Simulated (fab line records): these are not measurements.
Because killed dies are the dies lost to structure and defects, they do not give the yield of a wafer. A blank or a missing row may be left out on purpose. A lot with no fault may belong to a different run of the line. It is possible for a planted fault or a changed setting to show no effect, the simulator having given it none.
Which tool was responsible? -- flow n5_finfet -- Sampling: 10 lots, 30 wafers, 4 of 1938 route steps

== WHAT THE GAUGES READ, wafer by wafer ==
N5_BEOL_M5_CD_MEAS_11: target cd 27.74 nm.
lot,measured,on,cd_nm (nm)
L375,day 8 16:01,cd_sem-03,28.19 27.83 27.86
L382,day 11 02:53,cd_sem-02,27.77 27.40 28.00
L385,day 11 11:07,cd_sem-03,29.66 29.45 29.35
L386,day 12 06:30,cd_sem-03,29.11 28.86 28.94
L384,day 12 06:52,cd_sem-03,28.75 28.70 28.91
L390,day 12 17:47,cd_sem-01,27.91 27.85 28.05
L392,day 13 17:13,cd_sem-03,27.97 27.65 27.81
L394,day 13 20:16,cd_sem-02,28.22 27.92 27.95
L397,day 14 23:31,cd_sem-02,28.10 28.26 28.15
L398,day 15 02:47,cd_sem-03,28.18 28.17 28.06

N5_BEOL_M5_INSPECT_13: inspects for defects (brightfield).
lot,measured,on,raw_defect_count
L375,day 8 16:07,defect_inspect-01,267 420 421
L382,day 11 02:58,defect_inspect-02,291 381 505
L385,day 11 11:13,defect_inspect-01,382 373 341
L386,day 12 06:35,defect_inspect-01,353 500 352
L384,day 12 06:57,defect_inspect-02,496 735 443
L390,day 12 17:52,defect_inspect-02,406 353 439
L392,day 13 17:19,defect_inspect-02,473 313 683
L394,day 13 20:22,defect_inspect-01,413 396 367
L397,day 14 23:36,defect_inspect-01,544 419 432
L398,day 15 02:52,defect_inspect-02,423 552 494

== EACH LOT AND THE TOOL THAT RAN IT (in order: tool; ch and the chambers of the sampled wafers; start) ==
lot,N5_BEOL_M4_DEP_57,N5_BEOL_M5_EXPOSE_08
L375,"pecvd-04 ch 0,1,2, day 8 12:46","euv_scanner-01 ch 0, day 8 15:53"
L382,"pecvd-02 ch 0,2, day 10 23:48","euv_scanner-01 ch 0, day 11 02:45"
L385,"pecvd-04 ch 0,1,2, day 11 07:32","euv_scanner-01 ch 0, day 11 10:59"
L386,"pecvd-01 ch 0,2, day 12 02:10","euv_scanner-01 ch 0, day 12 06:23"
L384,"pecvd-02 ch 0,1, day 12 02:58","euv_scanner-01 ch 0, day 12 06:44"
L390,"pecvd-02 ch 0,2, day 12 13:59","euv_scanner-02 ch 0, day 12 17:40"
L392,"pecvd-01 ch 0,1,2, day 13 14:21","euv_scanner-02 ch 0, day 13 17:06"
L394,"pecvd-04 ch 1,2, day 13 17:08","euv_scanner-02 ch 0, day 13 20:09"
L397,"pecvd-02 ch 0,1,2, day 14 19:49","euv_scanner-02 ch 0, day 14 23:23"
L398,"pecvd-01 ch 0,1, day 14 22:31","euv_scanner-02 ch 0, day 15 02:40"
- N5_BEOL_M4_DEP_57: deposits SiCN from 3MS/NH3, target thk 8 nm, time 14 s.
- N5_BEOL_M5_EXPOSE_08: exposes mask M5, target cd 28 nm.

== AS READ BY THE TOOLS THEMSELVES (means over the sampled wafers that have a number; for cases with no such wafer, the mark the record gives instead) ==
N5_BEOL_M4_DEP_57.
lot,tool,showerhead_plenum_p_Torr (Torr),throttle_valve_pct (%)
L375,pecvd-04,3.669,9.1
L382,pecvd-02,3.673,8.6
L385,pecvd-04,3.667,9.1
L386,pecvd-01,3.661,9.3
L384,pecvd-02,3.662,9.8
L390,pecvd-02,3.668,8.3
L392,pecvd-01,3.665,9.4
L394,pecvd-04,3.684,9.3
L397,pecvd-02,3.665,9.1
L398,pecvd-01,3.661,8.9

N5_BEOL_M5_EXPOSE_08.
lot,tool,exposure_dose_mJ_cm2,reticle_temp_C (C)
L375,euv_scanner-01,35.69,23.12
L382,euv_scanner-01,35.64,22.99
L385,euv_scanner-01,38.12,23.10
L386,euv_scanner-01,37.24,22.99
L384,euv_scanner-01,36.88,23.00
L390,euv_scanner-02,35.70,22.88
L392,euv_scanner-02,35.70,22.86
L394,euv_scanner-02,35.74,23.04
L397,euv_scanner-02,35.70,22.97
L398,euv_scanner-02,35.68,23.06

== THE ANSWER, worked out from the rows above alone ==
Rule: what is usual is taken from the lots themselves. Put in order of their means at a reading, lots are off if they are a third of the lots or fewer, leave a main group of 4 or more, and stand apart from it by a gap of 3 or more times the standard deviation of the main group's means; of several such gaps the widest counts. A main group is skipped when, at the precision printed for the reading in the tables above, its means are all equal. Also off: a lot with no number at a reading for which 4 or more lots have one. Any other lot the step has rows for is counted as sound. After the gauges, taken in route order, come the tools' own readings; for these a lot's mean is taken, as printed above. At the first step where some lot is off, the reading lying furthest off is the one used; lots without a number count as furthest.
Off at N5_BEOL_M5_CD_MEAS_11 (cd_nm): L385, L386, L384. For the main group the mean is 27.97 nm and the standard deviation 0.15.
If a tool, at a process step before that reading, ran all the lots that are off and no sound lot after the first of them, it fits. The gauges at N5_BEOL_M5_CD_MEAS_11 aren't tried: what is off there is off at N5_BEOL_M5_EXPOSE_08 too, on other tools, and a gauge's error can't cause that. One fits: N5_BEOL_M5_EXPOSE_08 on euv_scanner-01. Its last sound lot is L382 (day 11 02:45), its first lot that is off L385 (day 11 10:59): a fault that began between those two fits.
The tool's own readings at N5_BEOL_M5_EXPOSE_08 bear it out: on the lots that are off they differ by more than 5 times the standard deviation of the sound lots' means. exposure_dose_mJ_cm2 reads 37.41 there against 35.69 on the sound lots.

== WHAT HAD BEEN PUT IN BY THE SIMULATOR ==
Process parameter drift: euv_scanner-01, from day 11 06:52 on, at N5_BEOL_M5_EXPOSE_08. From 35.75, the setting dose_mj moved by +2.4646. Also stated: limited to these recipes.
Lots struck among those shown: L385, L386, L384. The rule above found the same.
